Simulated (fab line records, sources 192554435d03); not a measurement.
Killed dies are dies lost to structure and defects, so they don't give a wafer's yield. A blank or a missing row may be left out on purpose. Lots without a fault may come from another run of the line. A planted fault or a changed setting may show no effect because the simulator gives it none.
A struck lot beside a sound one | flow n5_finfet | 16 steps out of a route of 1938
Sound: wafers L442.2, L442.3, L442.5. Struck: wafer L449.5. (L449.4, L449.6 of the same lot were not struck and are left out.) The cause comes at the end.
At each step with rows: each side's tool, then ch and its chambers, then its first start. Under that, the readings that differ: sound wafers | struck wafers | difference of the means | sigmas: that difference in standard deviations of wafers without a fault.
alike: readings whose means differ by less than 2 such deviations, and words and numbers that are the same on both sides. not compared: withheld readings, readings that some wafer has no value for, bounds like >300 that may hide the same value, and numbers for which the record gives no deviation and whose values overlap.
The two part at a step that has a row with sigmas, a row that says differs or no value, or rows on one side only. Numbers that don't overlap but have no deviation are shown without sigmas and don't part them. A reading that every wafer of one side lacks parts them only if that side has two wafers or more.

N5_BEOL_M4_SPUTTER_92: material Cu, target thk 4.5 nm, time 8.29 s.
  sound on pvd_sputter-02, day 8 22:20; struck on pvd_sputter-02, day 10 19:47
  alike: throttle_valve_pct
N5_BEOL_M4_ANNEAL_93: time 240 s.
  sound on pvd_sputter-02, day 8 22:25; struck on pvd_sputter-02, day 10 19:52
  alike: heater_power_w
N5_BEOL_M4_SPUTTER_94: material Cu, target thk 4.5 nm, time 8.29 s.
  sound on pvd_sputter-02, day 8 22:33; struck on pvd_sputter-02, day 10 20:01
  alike: throttle_valve_pct
then, 3 steps without rows for these wafers: N5_BEOL_M4_ANNEAL_95 (time 240 s); N5_BEOL_M4_SPUTTER_96 (material Cu, target thk 4.5 nm, time 8.29 s); N5_BEOL_M4_ECD_50 (material Cu, target thk 300 nm).
N5_BEOL_M4_ANNEAL_51: time 90 s.
  sound on rtp_anneal-01 ch 0, day 8 23:01; struck on rtp_anneal-02 ch 0, day 10 20:34
  reading           | sound                | struck | difference | sigmas
  anneal_temp_c (C) | 224.71 224.97 224.82 | 225.32 | +0.49      | +3
  alike: wafer_temp_C_max
then, 1 step without rows for these wafers: N5_BEOL_M4_CMP_52 (polishes, stops on SiOC, t overpolish 6.8 s, target thk 40 nm).
N5_BEOL_M4_THK_MEAS_53: measures by xrf.
  sound on film_metro-01, day 8 23:34; struck on film_metro-01, day 10 21:06
  alike: M4_THK
N5_BEOL_M4_PRE_CLEAN_60: time 15 s.
  sound on cvd_co-01 ch 0,1, day 8 23:36; struck on cvd_co-02 ch 0, day 10 21:09
  alike: heater_power_outer_w, heater_power_w
then, 2 steps without rows for these wafers: N5_BEOL_M4_CO_CAP_55 (material Co, precursor CCTBA/H2, target thk 2 nm, time 102.1 s); N5_BEOL_M4_PRE_CLEAN_56 (time 15 s).
N5_BEOL_M4_DEP_57: deposits SiCN from 3MS/NH3, target thk 8 nm, time 14 s.
  sound on pecvd-02 ch 0,1,2, day 8 23:46; struck on pecvd-04 ch 1, day 10 21:19
  reading                                  | sound     | struck | difference | sigmas
  model.SiCN_of_BEOL_M4_DEP_57.thk_nm (nm) | 7.6 7.8 8 | 7.4    | -0.4       |
  alike: showerhead_plenum_p_Torr, showerhead_vpp_V, throttle_valve_pct
N5_BEOL_M4_RS_MEAS_58: measures by four-point-probe.
  sound on film_metro-01, day 8 23:49; struck on film_metro-01, day 10 21:22
  alike: M4_RS
N5_BEOL_M4_RC_MEAS_101:
  sound on prober-02 ch 0, day 9 00:02; struck on prober-01 ch 0, day 10 21:52
  alike: DIBL_N, DIBL_P, IOFF_N, IOFF_P, ION_N, ION_P, SS_N, SS_P, VT_N, VT_P
N5_PASSIVATION_PROBE_49:
  the record has rows for the sound wafers here (prober-01, day 13 11:00) and none for the struck ones

WHERE THEY PART
First at N5_BEOL_M4_ANNEAL_51; last, within this record, at N5_PASSIVATION_PROBE_49.

WHY: what the simulator had put in
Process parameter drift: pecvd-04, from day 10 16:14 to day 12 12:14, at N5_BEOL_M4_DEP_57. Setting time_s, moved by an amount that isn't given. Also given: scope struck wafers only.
